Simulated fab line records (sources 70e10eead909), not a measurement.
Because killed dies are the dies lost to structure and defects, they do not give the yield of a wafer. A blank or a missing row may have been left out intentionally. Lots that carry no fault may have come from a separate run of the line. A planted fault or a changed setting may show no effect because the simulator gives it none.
Which tool did it? | flow nandHarc | 33 wafers from 11 lots sampled at 5 of the route's 1159 steps

== WHAT THE GAUGES READ, wafer by wafer ==
NHARC_A_CHANNEL_HOLE_D1_INSPECT_40.
lot  | measured     | on               | rawDefectCount
L074 | day 8 16:32  | defectInspect-02 | 93 78 100
L078 | day 9 14:30  | defectInspect-01 | 58 56 47
L080 | day 10 02:34 | defectInspect-02 | 49 41 29
L083 | day 10 21:59 | defectInspect-01 | 48 53 58
L087 | day 11 15:47 | defectInspect-01 | 60 51 67
L086 | day 11 21:04 | defectInspect-01 | 42 64 39
L089 | day 12 07:53 | defectInspect-02 | 50 66 47
L091 | day 12 20:59 | defectInspect-02 | 73 45 55
L093 | day 13 07:38 | defectInspect-01 | 77 55 92
L095 | day 13 15:25 | defectInspect-01 | 70 62 61
L097 | day 14 16:44 | defectInspect-01 | 50 58 68

== EACH LOT AND THE TOOL THAT RAN IT (in order: tool; ch and the chambers of the sampled wafers; start) ==
lot  | NHARC_P_BONDPAD_ACTIVATE_29       | NHARC_A_ZERO_WELL_DESCUM_12       | NHARC_A_CHANNEL_HOLE_D1_ETCH_34              | NHARC_A_CHANNEL_HOLE_D1_ETCH_20
L074 | rieDiel-01 ch 0,3, day 6 15:32    | rieDiel-10 ch 0,2,3, day 6 16:57  | rieDiel-11 ch 0,1, day 8 10:59 or earlier    | harEtch-02 ch 0,1, day 8 10:59
L078 | rieDiel-08 ch 2,3, day 7 12:15    | rieDiel-12 ch 0,2,3, day 7 13:33  | rieDiel-11 ch 1,3, day 9 08:56 or earlier    | harEtch-02 ch 0,1, day 9 08:56
L080 | rieDiel-08 ch 0,1, day 8 00:42    | rieDiel-10 ch 0,2,3, day 8 02:00  | rieDiel-11 ch 0,2, day 9 20:58 or earlier    | harEtch-02 ch 0,1, day 9 20:58
L083 | rieDiel-01 ch 0,1,3, day 8 16:54  | rieDiel-09 ch 0,1, day 8 19:20    | rieDiel-11 ch 0,3, day 10 16:28 or earlier   | harEtch-02 ch 0,1, day 10 16:28
L087 | rieDiel-08 ch 0,3, day 9 13:17    | rieDiel-09 ch 2,3, day 9 14:35    | rieDiel-11 ch 1,2,3, day 11 10:07 or earlier | harEtch-01 ch 0,1, day 11 10:07
L086 | rieDiel-08 ch 0,3, day 9 20:32    | rieDiel-12 ch 0,1, day 9 21:57    | rieDiel-11 ch 1,2, day 11 15:29 or earlier   | harEtch-02 ch 0,1, day 11 15:29
L089 | rieDiel-08 ch 0,2, day 10 04:58   | rieDiel-10 ch 0,1,3, day 10 06:14 | rieDiel-02 ch 0,2, day 12 02:16 or earlier   | harEtch-02 ch 0,1, day 12 02:16
L091 | rieDiel-08 ch 0,1,2, day 10 20:47 | rieDiel-10 ch 0,1,3, day 10 22:11 | rieDiel-07 ch 0,2, day 12 15:27 or earlier   | harEtch-01 ch 0,1, day 12 15:27
L093 | rieDiel-08 ch 0,1,3, day 11 02:54 | rieDiel-10 ch 1,2,3, day 11 04:17 | rieDiel-11 ch 0, day 13 00:01                | harEtch-01 ch 0,1, day 13 02:02
L095 | rieDiel-08 ch 0,1,3, day 11 12:10 | rieDiel-10 ch 0,3, day 11 13:32   | rieDiel-07 ch 0,2,3, day 13 09:51 or earlier | harEtch-01 ch 0,1, day 13 09:51
L097 | rieDiel-08 ch 0,2,3, day 12 11:37 | rieDiel-10 ch 0,2,3, day 12 13:00 | rieDiel-02 ch 1,2, day 14 11:08 or earlier   | harEtch-02 ch 0, day 14 11:08
- NHARC_P_BONDPAD_ACTIVATE_29: chemistry N2, time 60 s.
- NHARC_A_ZERO_WELL_DESCUM_12: chemistry O2, time 3 s.
- NHARC_A_CHANNEL_HOLE_D1_ETCH_34: etches the open film in CF4/CHF3, target depth 154 nm, time 77 s.
- NHARC_A_CHANNEL_HOLE_D1_ETCH_20: etches the open film in C4F8/O2/Ar, time 361.9 s, target depth 1600 nm.

== THE ANSWER, worked out from the rows above alone ==
Rule: what is usual is taken from the lots themselves. Put in order of their means at a reading, lots are off if they are a third of the lots or fewer, leave a main group of 4 or more, and stand apart from it by a gap of 3 or more times the standard deviation of the main group's means; of several such gaps the widest counts. Not used: any main group whose means are identical at the precision the tables above print for the reading. A lot without any number at a reading at which 4 lots or more have one is off too. All remaining lots with rows at the step are treated as sound.
None of the lots is off at any reading shown; this tells nothing.

== WHAT THE SIMULATOR HAD INSERTED ==
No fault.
